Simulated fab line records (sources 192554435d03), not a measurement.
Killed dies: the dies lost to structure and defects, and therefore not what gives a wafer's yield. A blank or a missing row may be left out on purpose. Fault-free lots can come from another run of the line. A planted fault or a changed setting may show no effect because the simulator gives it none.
Which tool did it?	flow n5_finfet	Sampling: 24 lots, 72 wafers, 5 of 1938 route steps

WHAT EACH GAUGE READ, for each wafer
N5_BEOL_M4_OVL_MEAS_29. Usual: V3_OVL gives 0.3 nm (standard deviation 0.62).
lot	measured	on	V3_OVL (nm)	flag
L075	day 7 10:03	overlay-02	1.2 0.3 -0.1	
L074	day 7 13:50	overlay-02	-0.5 0.2 0.6	
L076	day 7 16:49	overlay-02	1.0 0.3 0.1	
L077	day 7 22:38	overlay-02	0.5 -0.7 0.8	
L079	day 8 18:17	overlay-01	0.9 1.4 0.7	
L078	day 8 21:16	overlay-02	1.4 0.8 0.4	
L080	day 9 06:18	overlay-01	0.8 0.8 0.4	
L082	day 9 09:39	overlay-01	0.7 0.4 -0.5	
L081	day 9 09:59	overlay-01	0.0 -1.0 0.4	
L083	day 9 10:42	overlay-02	1.2 0.3 0.8	
L084	day 10 04:43	overlay-01	1.0 0.6 0.8	
L085	day 10 12:35	overlay-01	0.0 1.1 0.9	
L086	day 10 16:45	overlay-02	0.4 1.3 0.2	
L087	day 11 11:03	overlay-01	0.5 1.2 1.5	
L088	day 11 17:29	overlay-02	0.0 0.2 0.2	
L089	day 11 20:09	overlay-02	0.2 -0.1 -0.4	
L091	day 11 21:07	overlay-02	-0.2 -0.2 -0.1	
L090	day 11 21:10	overlay-02	0.8 1.1 0.5	
L092	day 12 05:50	overlay-01	0.7 0.5 0.0	
L093	day 12 12:02	overlay-02	-0.7 0.1 -0.2	
L094	day 12 14:47	overlay-02	-0.2 0.2 -0.8	
L095	day 12 22:08	overlay-01	0.1 1.2 -0.5	
L096	day 13 07:59	overlay-02	-0.2 0.8 0.6	
L097	day 13 12:55	overlay-02	-1.5 -0.7 -0.2	

N5_BEOL_M5_OVL_MEAS_12. Usual: M5_OVL gives 0.1 nm (standard deviation 0.83).
lot	measured	on	M5_OVL (nm)	flag
L075	day 7 21:49	overlay-02	-0.5 -0.9 -0.5	
L074	day 8 14:29	overlay-02	-0.8 -0.3 -0.4	
L076	day 8 14:46	overlay-01	0.1 1.1 0.3	
L077	day 8 16:14	overlay-02	0.5 0.9 1.0	
L079	day 9 06:50	overlay-01	0.1 0.3 0.6	
L078	day 9 06:32	overlay-01	0.9 1.0 0.9	
L080	day 9 14:37	overlay-02	0.3 -0.8 -0.2	
L082	day 9 21:21	overlay-02	-1.2 -0.4 -1.4	
L081	day 9 21:27	overlay-01	-1.6 -0.2 -1.0	
L083	day 10 02:26	overlay-02	0.4 0.1 0.3	
L084	day 10 13:11	overlay-02	0.9 2.0 0.9	
L085	day 10 20:05	overlay-02	0.0 0.0 0.0	
L086	day 11 04:38	overlay-01	0.4 0.8 0.1	
L087	day 12 00:53	overlay-02	-0.2 -0.3 -1.2	
L088	day 12 04:34	overlay-02	1.7 1.7 0.4	
L089	day 12 04:37	overlay-01	1.5 2.2 0.8	
L091	day 12 09:17	overlay-02	0.7 1.5 1.2	
L090	day 12 08:55	overlay-01	0.0 0.0 -0.3	
L092	day 13 03:53	overlay-01	-0.4 0.2 -0.3	
L093	day 13 01:02	overlay-01	0.1 0.6 -0.8	
L094	day 13 04:05	overlay-02	-0.9 -1.1 -0.8	
L095	day 13 10:32	overlay-02	0.0 0.4 -0.7	
L096	day 13 20:11	overlay-02	-0.3 -1.0 -0.8	
L097	day 13 23:35	overlay-01	-0.9 -1.5 -0.5	

WHAT TOOL EACH LOT RAN ON (gives the tool, then ch and the chambers of the sampled wafers, and finally the start)
lot	N5_BEOL_M4_ETCH_70	N5_BEOL_M4_ETCH_41	N5_BEOL_M4_ALD_84
L075	rie_diel-05 ch 0,2,3, day 7 14:43	rie_diel-05 ch 0,2,3, day 7 15:33 or earlier	ald_metal-01 ch 0,1,3, day 7 15:33
L074	rie_diel-06 ch 0,1,3, day 8 05:40	rie_diel-06 ch 0,1,3, day 8 06:35 or earlier	ald_metal-01 ch 0,2,3, day 8 06:35
L076	rie_diel-05 ch 1,2, day 8 05:40	rie_diel-05 ch 1,2, day 8 06:41 or earlier	ald_metal-03 ch 2,3, day 8 06:41
L077	rie_diel-05 ch 0,1,3, day 8 09:03	rie_diel-05 ch 0,1,3, day 8 09:46 or earlier	ald_metal-01 ch 0,1,2, day 8 09:46
L079	rie_diel-06 ch 0,3, day 8 23:27	rie_diel-06 ch 0,3, day 9 00:11 or earlier	ald_metal-04 ch 0,1,2, day 9 00:11
L078	rie_diel-05 ch 0,3, day 8 22:18	rie_diel-05 ch 0,3, day 8 23:47 or earlier	ald_metal-01 ch 1,2,3, day 8 23:47
L080	rie_diel-02 ch 0,1,2, day 9 07:48	rie_diel-02 ch 0,1,2, day 9 08:28 or earlier	ald_metal-01 ch 0,1,2, day 9 08:28
L082	rie_diel-02 ch 0,1,3, day 9 13:58	rie_diel-02 ch 0,1,3, day 9 14:38 or earlier	ald_metal-04 ch 0,2,3, day 9 14:38
L081	rie_diel-05 ch 0,1,2, day 9 14:06	rie_diel-05 ch 0,1,2, day 9 14:46 or earlier	ald_metal-01 ch 2,3, day 9 14:46
L083	rie_diel-02 ch 2,3, day 9 14:26	rie_diel-02 ch 2,3, day 9 15:07 or earlier	ald_metal-03 ch 1,2,3, day 9 15:07
L084	rie_diel-05 ch 1,2,3, day 10 06:14	rie_diel-05 ch 1,2,3, day 10 06:54 or earlier	ald_metal-03 ch 2,3, day 10 06:54
L085	rie_diel-06 ch 2,3, day 10 13:02	rie_diel-06 ch 2,3, day 10 13:41 or earlier	ald_metal-04 ch 0,1,2, day 10 13:41
L086	rie_diel-05 ch 0,1, day 10 21:02	rie_diel-05 ch 0,1, day 10 22:41 or earlier	ald_metal-03 ch 0,2,3, day 10 22:41
L087	rie_diel-05 ch 0,1,2, day 11 14:50	rie_diel-05 ch 0,1,2, day 11 15:59 or earlier	ald_metal-03 ch 0,2,3, day 11 15:59
L088	rie_diel-05 ch 0,3, day 11 19:34	rie_diel-05 ch 0,3, day 11 20:13 or earlier	ald_metal-03 ch 0,3, day 11 20:13
L089	rie_diel-05 ch 0,1,3, day 11 20:49	rie_diel-05 ch 0,1,3, day 11 21:34 or earlier	ald_metal-04 ch 0,1,3, day 11 21:34
L091	rie_diel-06 ch 0,3, day 11 23:44	rie_diel-06 ch 0,3, day 12 00:38 or earlier	ald_metal-04 ch 0,3, day 12 00:38
L090	rie_diel-06 ch 1,2,3, day 12 00:06	rie_diel-06 ch 1,2,3, day 12 00:57 or earlier	ald_metal-01 ch 0,1,3, day 12 00:57
L092	rie_diel-02 ch 0,2,3, day 12 20:44	rie_diel-02 ch 0,2,3, day 12 21:49 or earlier	ald_metal-03 ch 0,1,3, day 12 21:49
L093	rie_diel-02 ch 2,3, day 12 16:40	rie_diel-02 ch 2,3, day 12 18:10 or earlier	ald_metal-04 ch 0,2, day 12 18:10
L094	rie_diel-02 ch 0,3, day 12 21:08	rie_diel-02 ch 0,3, day 12 22:01 or earlier	ald_metal-03 ch 0,3, day 12 22:01
L095	rie_diel-06 ch 0,1, day 13 02:55	rie_diel-06 ch 0,1, day 13 03:49 or earlier	ald_metal-01 ch 0,1,2, day 13 03:49
L096	rie_diel-02 ch 1,2,3, day 13 11:19	rie_diel-02 ch 1,2,3, day 13 12:08 or earlier	ald_metal-04 ch 1,2,3, day 13 12:08
L097	rie_diel-06 ch 0,1,2, day 13 14:22	rie_diel-06 ch 0,1,2, day 13 15:28 or earlier	ald_metal-01 ch 2,3, day 13 15:28
- N5_BEOL_M4_ETCH_70: etches SOC in N2/H2, target depth 80 nm, overetch 24 nm, time 130 s.
- N5_BEOL_M4_ETCH_41: etches SiCN in CH3F/O2, target depth 29.9 nm, time 52.5 s.
- N5_BEOL_M4_ALD_84: deposits TaN, pulse time 2 s, purge time 3 s, co reactant purge time 2 s.

AS READ BY THE TOOLS THEMSELVES (means over the sampled wafers that have a number; for cases with no such wafer, the mark the record gives instead)
N5_BEOL_M4_ETCH_70. Usual: drypump_motor_current_A 5.5 A, standard deviation 0.51; oes_product_au 0.59 a.u., standard deviation 0.058; rf_vpp_V 524.1 V, standard deviation 2.6; showerhead_plenum_p_Torr 2.54 Torr, standard deviation 0.086; throttle_valve_pct 17.59 %, standard deviation 0.29.
lot	tool	drypump_motor_current_A (A)	oes_product_au (a.u.)	rf_vpp_V (V)	showerhead_plenum_p_Torr (Torr)	throttle_valve_pct (%)	flag
L075	rie_diel-05	5.4	0.57	523.7	2.52	17.70	
L074	rie_diel-06	5.6	0.56	525.9	2.60	17.69	
L076	rie_diel-05	5.1	0.65	523.5	2.51	17.28	
L077	rie_diel-05	5.2	0.60	522.5	2.49	17.53	
L079	rie_diel-06	6.1	0.56	526.7	2.63	17.75	
L078	rie_diel-05	5.3	0.57	522.0	2.48	17.70	
L080	rie_diel-02	5.7	0.60	526.0	2.59	17.52	
L082	rie_diel-02	5.8	0.57	524.3	2.55	17.65	
L081	rie_diel-05	5.2	0.61	523.0	2.50	17.48	
L083	rie_diel-02	5.5	0.62	527.8	2.65	17.39	
L084	rie_diel-05	5.3	0.64	523.1	2.51	17.42	
L085	rie_diel-06	6.5	0.52	521.9	2.46	18.19	
L086	rie_diel-05	5.2	0.60	521.6	2.46	17.49	
L087	rie_diel-05	5.3	0.59	522.7	2.49	17.52	
L088	rie_diel-05	5.4	0.64	521.3	2.48	17.54	
L089	rie_diel-05	5.2	0.63	522.3	2.48	17.43	
L091	rie_diel-06	6.1	0.55	526.7	2.62	17.81	
L090	rie_diel-06	6.1	0.56	523.9	2.49	17.90	
L092	rie_diel-02	5.6	0.59	524.9	2.56	17.47	
L093	rie_diel-02	5.5	0.59	526.7	2.64	17.43	
L094	rie_diel-02	5.7	0.57	522.6	2.48	17.51	
L095	rie_diel-06	5.1	0.64	523.4	2.55	17.41	
L096	rie_diel-02	5.7	0.63	524.6	2.61	17.57	
L097	rie_diel-06	5.5	0.66	526.3	2.63	17.60	

N5_BEOL_M4_ETCH_41. Usual: drypump_motor_current_A 5.5 A, standard deviation 0.51; oes_product_au 0.80 a.u., standard deviation 0.082; rf_vpp_V 297.2 V, standard deviation 1.5; showerhead_plenum_p_Torr 2.00 Torr, standard deviation 0.063; throttle_valve_pct 16.1 %, standard deviation 0.31.
lot	tool	drypump_motor_current_A (A)	oes_product_au (a.u.)	rf_vpp_V (V)	showerhead_plenum_p_Torr (Torr)	throttle_valve_pct (%)	flag
L075	rie_diel-05	5.4	0.76	296.4	1.99	16.3	
L074	rie_diel-06	5.6	0.75	298.1	2.04	16.3	
L076	rie_diel-05	5.1	0.87	297.6	1.98	15.8	
L077	rie_diel-05	5.2	0.79	296.3	1.96	16.0	
L079	rie_diel-06	6.1	0.76	298.7	2.07	16.3	
L078	rie_diel-05	5.3	0.75	296.6	1.96	16.2	
L080	rie_diel-02	5.7	0.80	297.7	2.03	16.0	
L082	rie_diel-02	5.8	0.77	297.3	2.00	16.2	
L081	rie_diel-05	5.2	0.81	296.2	1.97	16.0	
L083	rie_diel-02	5.5	0.84	298.2	2.07	15.8	
L084	rie_diel-05	5.3	0.87	297.0	1.98	16.0	
L085	rie_diel-06	6.5	0.69	296.1	1.95	16.9	
L086	rie_diel-05	5.1	0.80	296.2	1.94	16.0	
L087	rie_diel-05	5.2	0.79	297.1	1.96	16.1	
L088	rie_diel-05	5.4	0.86	295.8	1.96	16.1	
L089	rie_diel-05	5.1	0.84	295.3	1.95	16.0	
L091	rie_diel-06	6.1	0.74	299.0	2.06	16.4	
L090	rie_diel-06	6.1	0.77	296.7	1.97	16.5	
L092	rie_diel-02	5.6	0.80	297.2	2.01	16.0	
L093	rie_diel-02	5.5	0.80	298.6	2.06	15.9	
L094	rie_diel-02	5.7	0.78	296.4	1.96	16.0	
L095	rie_diel-06	5.0	0.89	297.4	2.01	15.9	
L096	rie_diel-02	5.7	0.85	297.8	2.04	16.0	
L097	rie_diel-06	5.5	0.90	298.3	2.07	16.1	

N5_BEOL_M4_ALD_84. Usual: heater_power_w 421 W, standard deviation 56; precursor_vessel_carrier_sccm 1000 sccm, standard deviation 3.1; susceptor_temp_C 275.04 C, standard deviation 0.18.
lot	tool	heater_power_w (W)	precursor_vessel_carrier_sccm (sccm)	susceptor_temp_C (C)	flag
L075	ald_metal-01	441	1000	274.96	
L074	ald_metal-01	397	998	274.97	
L076	ald_metal-03	433	1005	275.17	
L077	ald_metal-01	424	1002	275.11	
L079	ald_metal-04	430	1000	275.00	
L078	ald_metal-01	469	999	275.08	
L080	ald_metal-01	424	999	275.24	
L082	ald_metal-04	429	1002	275.11	
L081	ald_metal-01	441	1000	274.85	
L083	ald_metal-03	424	1001	274.98	
L084	ald_metal-03	431	998	274.99	
L085	ald_metal-04	421	1001	275.03	
L086	ald_metal-03	415	997	275.09	
L087	ald_metal-03	411	1002	275.05	
L088	ald_metal-03	435	997	275.20	
L089	ald_metal-04	415	1003	275.08	
L091	ald_metal-04	409	998	274.93	
L090	ald_metal-01	441	998	274.88	
L092	ald_metal-03	416	1003	275.14	
L093	ald_metal-04	465	1002	274.90	
L094	ald_metal-03	422	1002	275.24	
L095	ald_metal-01	428	999	275.24	
L096	ald_metal-04	390	1000	275.06	
L097	ald_metal-01	438	1000	274.89	

THE ANSWER, worked out from the rows above alone
Rule: a lot counts as off when the mean over its wafers that have a number is more than 3 standard deviations away from the usual mean. Also off: a lot with no number at a reading for which 4 or more lots have one. Any other lot the step has rows for is counted as sound. After the gauges, taken in route order, come the tools' own readings; for these a lot's mean is taken, as printed above. The first step at which some lot is off is used, and at that step the reading that is off furthest; a lot without a number counts as furthest.
None of the lots is off at any reading shown; this tells nothing.

WHAT THE SIMULATOR HAD INSERTED
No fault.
